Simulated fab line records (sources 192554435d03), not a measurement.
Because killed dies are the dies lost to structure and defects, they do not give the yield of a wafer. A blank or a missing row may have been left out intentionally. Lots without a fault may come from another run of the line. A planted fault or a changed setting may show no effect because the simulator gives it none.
Chamber matching || flow n5-finfet || rie-diel-05 running N5_BEOL_M0_TRENCH_ETCH_107: 4 sister chambers
The step etches SiOC in C4F6/O2, target depth 32.8 nm, time 16.4 s. 18 wafers are shown with their chamber, then 9 later ones without.

EACH WAFER AND ITS CHAMBER
{"wafer": "L075.3", "chamber": 3, "showerhead-plenum-p-Torr (Torr)": 2.84, "throttle-valve-pct (%)": 21.16, "rf-vpp-V (V)": 657}
{"wafer": "L075.4", "chamber": 2, "showerhead-plenum-p-Torr (Torr)": 2.86, "throttle-valve-pct (%)": 20.74, "rf-vpp-V (V)": 657}
{"wafer": "L075.6", "chamber": 0, "showerhead-plenum-p-Torr (Torr)": 2.71, "throttle-valve-pct (%)": 20.77, "rf-vpp-V (V)": 646}
{"wafer": "L077.4", "chamber": 2, "showerhead-plenum-p-Torr (Torr)": 2.85, "throttle-valve-pct (%)": 20.74, "rf-vpp-V (V)": 656}
{"wafer": "L077.5", "chamber": 3, "showerhead-plenum-p-Torr (Torr)": 2.84, "throttle-valve-pct (%)": 21.18, "rf-vpp-V (V)": 657}
{"wafer": "L077.6", "chamber": 2, "showerhead-plenum-p-Torr (Torr)": 2.85, "throttle-valve-pct (%)": 20.74, "rf-vpp-V (V)": 656}
{"wafer": "L081.2", "chamber": 3, "showerhead-plenum-p-Torr (Torr)": 2.83, "throttle-valve-pct (%)": 21.20, "rf-vpp-V (V)": 655}
{"wafer": "L081.5", "chamber": 0, "showerhead-plenum-p-Torr (Torr)": 2.70, "throttle-valve-pct (%)": 20.81, "rf-vpp-V (V)": 648}
{"wafer": "L081.6", "chamber": 3, "showerhead-plenum-p-Torr (Torr)": 2.83, "throttle-valve-pct (%)": 21.19, "rf-vpp-V (V)": 655}
{"wafer": "L083.1", "chamber": 2, "showerhead-plenum-p-Torr (Torr)": 2.85, "throttle-valve-pct (%)": 20.76, "rf-vpp-V (V)": 656}
{"wafer": "L083.2", "chamber": 3, "showerhead-plenum-p-Torr (Torr)": 2.83, "throttle-valve-pct (%)": 21.19, "rf-vpp-V (V)": 657}
{"wafer": "L083.4", "chamber": 1, "showerhead-plenum-p-Torr (Torr)": 2.92, "throttle-valve-pct (%)": 21.06, "rf-vpp-V (V)": 638}
{"wafer": "L087.3", "chamber": 0, "showerhead-plenum-p-Torr (Torr)": 2.70, "throttle-valve-pct (%)": 20.81, "rf-vpp-V (V)": 647}
{"wafer": "L087.5", "chamber": 0, "showerhead-plenum-p-Torr (Torr)": 2.70, "throttle-valve-pct (%)": 20.81, "rf-vpp-V (V)": 647}
{"wafer": "L087.6", "chamber": 3, "showerhead-plenum-p-Torr (Torr)": 2.83, "throttle-valve-pct (%)": 21.21, "rf-vpp-V (V)": 657}
{"wafer": "L086.2", "chamber": 2, "showerhead-plenum-p-Torr (Torr)": 2.84, "throttle-valve-pct (%)": 20.79, "rf-vpp-V (V)": 656}
{"wafer": "L086.4", "chamber": 0, "showerhead-plenum-p-Torr (Torr)": 2.69, "throttle-valve-pct (%)": 20.82, "rf-vpp-V (V)": 646}
{"wafer": "L086.6", "chamber": 0, "showerhead-plenum-p-Torr (Torr)": 2.69, "throttle-valve-pct (%)": 20.82, "rf-vpp-V (V)": 645}

SIGNATURES, as means of the wafers listed above
{"reading": "showerhead-plenum-p-Torr", "chamber 0": 2.6983, "chamber 1": 2.9200, "chamber 2": 2.8500, "chamber 3": 2.8333, "scatter within a chamber": 0.00664}
{"reading": "throttle-valve-pct", "chamber 0": 20.8067, "chamber 1": 21.0600, "chamber 2": 20.7540, "chamber 3": 21.1883, "scatter within a chamber": 0.0192}
{"reading": "rf-vpp-V", "chamber 0": 646.50, "chamber 1": 638.00, "chamber 2": 656.20, "chamber 3": 656.33, "scatter within a chamber": 0.912}
Rule: for each reading, subtract the chamber's mean from the wafer's reading, divide by that reading's scatter and square the result; add these up over the readings and take the root, which gives the wafer's distance from the chamber. The wafer belongs to the nearest chamber; if the next one is less than 2 further off, it can't be placed. The scatter: take each reading less its chamber's mean, square it, sum over the shown wafers, divide by the number of wafers less the number of chambers, and take the root.

WAFERS WITH NO CHAMBER GIVEN
{"wafer": "L090.2", "showerhead-plenum-p-Torr (Torr)": 2.83, "throttle-valve-pct (%)": 21.23, "rf-vpp-V (V)": 655}
{"wafer": "L090.4", "showerhead-plenum-p-Torr (Torr)": 2.84, "throttle-valve-pct (%)": 20.79, "rf-vpp-V (V)": 657}
{"wafer": "L090.5", "showerhead-plenum-p-Torr (Torr)": 2.69, "throttle-valve-pct (%)": 20.83, "rf-vpp-V (V)": 647}
{"wafer": "L092.1", "showerhead-plenum-p-Torr (Torr)": 2.84, "throttle-valve-pct (%)": 20.78, "rf-vpp-V (V)": 654}
{"wafer": "L092.4", "showerhead-plenum-p-Torr (Torr)": 2.69, "throttle-valve-pct (%)": 20.83, "rf-vpp-V (V)": 646}
{"wafer": "L092.6", "showerhead-plenum-p-Torr (Torr)": 2.83, "throttle-valve-pct (%)": 21.21, "rf-vpp-V (V)": 655}
{"wafer": "L097.1", "showerhead-plenum-p-Torr (Torr)": 2.69, "throttle-valve-pct (%)": 20.86, "rf-vpp-V (V)": 645}
{"wafer": "L097.4", "showerhead-plenum-p-Torr (Torr)": 2.91, "throttle-valve-pct (%)": 21.12, "rf-vpp-V (V)": 636}
{"wafer": "L097.5", "showerhead-plenum-p-Torr (Torr)": 2.91, "throttle-valve-pct (%)": 21.11, "rf-vpp-V (V)": 637}

WHICH CHAMBER EACH ONE RAN IN
{"wafer": "L090.2", "from the rows above": 3, "in truth": 3}
{"wafer": "L090.4", "from the rows above": 2, "in truth": 2}
{"wafer": "L090.5", "from the rows above": 0, "in truth": 0}
{"wafer": "L092.1", "from the rows above": 2, "in truth": 2}
{"wafer": "L092.4", "from the rows above": 0, "in truth": 0}
{"wafer": "L092.6", "from the rows above": 3, "in truth": 3}
{"wafer": "L097.1", "from the rows above": 0, "in truth": 0}
{"wafer": "L097.4", "from the rows above": 1, "in truth": 1}
{"wafer": "L097.5", "from the rows above": 1, "in truth": 1}
Correctly placed: 9 of 9. Number that these rows cannot place: 0. Number placed wrongly: 0.
